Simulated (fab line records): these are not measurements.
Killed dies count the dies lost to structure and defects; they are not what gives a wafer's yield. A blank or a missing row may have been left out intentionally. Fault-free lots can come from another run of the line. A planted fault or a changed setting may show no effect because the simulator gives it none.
Which tool did it? + flow n5_finfet + 11 lots, 33 wafers sampled, at 2 steps of a route of 1938

== WHAT EACH GAUGE READ, for each wafer ==
N5_PASSIVATION_CD_MEAS_10: target cd 3000 nm. Usual: cd_nm at 3000.3 nm, with a standard deviation of 2.6.
| lot  | measured     | on        | cd_nm (nm)           | flag |
|------|--------------|-----------|----------------------|------|
| L770 | day 12 17:45 | cd_sem-03 | 2998.7 3000.9 3002.3 |      |
| L772 | day 12 16:49 | cd_sem-02 | 3003.7 3002.2 2999.4 |      |
| L776 | day 13 22:03 | cd_sem-02 | 2998.7 3000.3 2999.1 |      |
| L777 | day 14 09:32 | cd_sem-03 | 3005.9 3001.2 3002.5 |      |
| L778 | day 14 17:59 | cd_sem-03 | 2998.3 3000.5 3000.5 |      |
| L779 | day 14 18:09 | cd_sem-03 | 3001.3 3000.5 3004.2 |      |
| L780 | day 14 22:13 | cd_sem-03 | 2998.3 2999.6 2995.0 |      |
| L781 | day 15 09:29 | cd_sem-01 | 3002.8 3004.6 3002.8 |      |
| L782 | day 15 16:11 | cd_sem-03 | 3000.9 3000.9 3000.8 |      |
| L787 | day 17 03:46 | cd_sem-03 | 3002.1 3002.0 3003.8 |      |
| L791 | day 18 08:11 | cd_sem-01 | 3002.1 3001.5 3003.9 |      |

== WHICH TOOL RAN EACH LOT (tool, then ch and the chambers of the sampled wafers, then the start) ==
| lot  | N5_MOL_CONTACT_COAG_PRECLEAN_138    |
|------|-------------------------------------|
| L770 | wet_bench-02 ch 2,4,7, day 5 14:39  |
| L772 | wet_bench-02 ch 3,4,6, day 5 23:20  |
| L776 | wet_bench-03 ch 0,2,5, day 7 01:49  |
| L777 | wet_bench-02 ch 0,6,7, day 7 06:08  |
| L778 | wet_bench-03 ch 5,6,7, day 7 14:33  |
| L779 | wet_bench-05 ch 1,2,4, day 8 01:05  |
| L780 | wet_bench-02 ch 0,2,5, day 8 04:21  |
| L781 | wet_bench-03 ch 2,6,7, day 8 10:13  |
| L782 | wet_bench-05 ch 0,6,7, day 8 21:03  |
| L787 | wet_bench-03 ch 1,3,5, day 9 22:24  |
| L791 | wet_bench-03 ch 0,5,6, day 11 00:23 |
- N5_MOL_CONTACT_COAG_PRECLEAN_138: cleans in alkaline clean, time 60 s.

== WHAT THE TOOLS THEMSELVES READ (means of the sampled wafers that have a number; where no wafer has one, the mark that the record gives instead) ==
The record holds no such reading with a usual standard deviation.

== THE ANSWER, worked out from the rows above alone ==
Rule: take the mean of a lot's wafers that have a number; if it is more than 3 standard deviations from the usual mean, the lot is off. A lot without any number at a reading at which 4 lots or more have one is off too. Any other lot the step has rows for is counted as sound. Order of review: gauges by route order, followed by the tools' own readings, for which a lot's mean as printed above is used. The first step at which some lot is off is used, and at that step the reading that is off furthest; a lot without a number counts as furthest.
Nothing can be told from this: no lot is off at any reading shown.

== WHAT THE SIMULATOR HAD PUT IN ==
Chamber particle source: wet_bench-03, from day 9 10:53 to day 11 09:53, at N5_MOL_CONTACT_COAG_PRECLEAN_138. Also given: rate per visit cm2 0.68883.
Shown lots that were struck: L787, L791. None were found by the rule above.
